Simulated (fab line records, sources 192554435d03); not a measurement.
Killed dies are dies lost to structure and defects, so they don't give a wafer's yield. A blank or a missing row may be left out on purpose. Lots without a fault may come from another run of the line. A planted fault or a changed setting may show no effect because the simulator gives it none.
Chamber matching | flow n5_finfet | N5_BEOL_M2_DESCUM_16 on rie_diel-05: 4 sister chambers
The step chemistry O2, time 7 s. 20 wafers are shown with their chamber, then 10 later ones without.

WAFERS WITH THEIR CHAMBER
wafer  | chamber | throttle_valve_pct (%) | drypump_motor_current_A (A) | showerhead_plenum_p_Torr (Torr)
L074.3 | 2       | 20.08                  | 5.2                         | 2.14
L074.4 | 2       | 20.07                  | 5.2                         | 2.14
L074.5 | 3       | 20.61                  | 4.9                         | 2.01
L075.2 | 2       | 20.08                  | 5.2                         | 2.14
L075.4 | 3       | 20.59                  | 4.9                         | 2.01
L075.6 | 1       | 20.45                  | 6.4                         | 2.00
L078.1 | 1       | 20.44                  | 6.4                         | 2.00
L078.2 | 0       | 19.87                  | 5.9                         | 2.04
L078.6 | 1       | 20.45                  | 6.3                         | 2.00
L081.2 | 0       | 19.90                  | 5.9                         | 2.04
L081.4 | 2       | 20.08                  | 5.2                         | 2.13
L081.6 | 0       | 19.88                  | 5.9                         | 2.04
L083.3 | 2       | 20.10                  | 5.2                         | 2.13
L083.5 | 3       | 20.63                  | 4.9                         | 2.01
L083.6 | 2       | 20.11                  | 5.2                         | 2.13
L085.1 | 0       | 19.89                  | 6.0                         | 2.04
L085.3 | 3       | 20.65                  | 4.8                         | 2.01
L085.6 | 2       | 20.10                  | 5.2                         | 2.13
L087.1 | 0       | 19.90                  | 6.0                         | 2.03
L087.4 | 3       | 20.65                  | 4.9                         | 2.00

SIGNATURES (means of the wafers above)
reading                  | chamber 0 | chamber 1 | chamber 2 | chamber 3 | scatter within a chamber
throttle_valve_pct       | 19.8880   | 20.4467   | 20.0886   | 20.6260   | 0.0172
drypump_motor_current_A  | 5.940     | 6.367     | 5.200     | 4.880     | 0.0408
showerhead_plenum_p_Torr | 2.0380    | 2.0000    | 2.1343    | 2.0080    | 0.00455
Rule: a wafer's distance from a chamber is the root of the sum, over the readings, of the square of ((its reading less the chamber's mean) divided by the reading's scatter). The wafer belongs to the nearest chamber; if the next one is less than 2 further off, it can't be placed. The scatter: the root of (the sum of the squares of (reading less its chamber's mean) over the shown wafers, divided by (wafers less chambers)).

WAFERS WITHOUT THEIR CHAMBER
wafer  | throttle_valve_pct (%) | drypump_motor_current_A (A) | showerhead_plenum_p_Torr (Torr)
L087.6 | 20.65                  | 4.9                         | 2.00
L091.4 | 20.12                  | 5.2                         | 2.12
L091.5 | 19.91                  | 6.0                         | 2.03
L091.6 | 20.65                  | 4.9                         | 2.00
L092.2 | 19.93                  | 5.9                         | 2.03
L092.3 | 20.66                  | 4.9                         | 2.00
L092.5 | 20.49                  | 6.4                         | 1.99
L097.1 | 19.94                  | 5.9                         | 2.03
L097.2 | 20.68                  | 4.9                         | 2.00
L097.6 | 20.15                  | 5.2                         | 2.12

WHICH CHAMBER EACH WENT THROUGH
wafer  | from the rows above | in truth
L087.6 | 3                   | 3
L091.4 | 2                   | 2
L091.5 | 0                   | 0
L091.6 | 3                   | 3
L092.2 | 0                   | 0
L092.3 | 3                   | 3
L092.5 | 1                   | 1
L097.1 | 0                   | 0
L097.2 | 3                   | 3
L097.6 | 2                   | 2
Placed correctly: 10 of 10. Can't be placed from these rows: 0. Placed wrongly: 0.
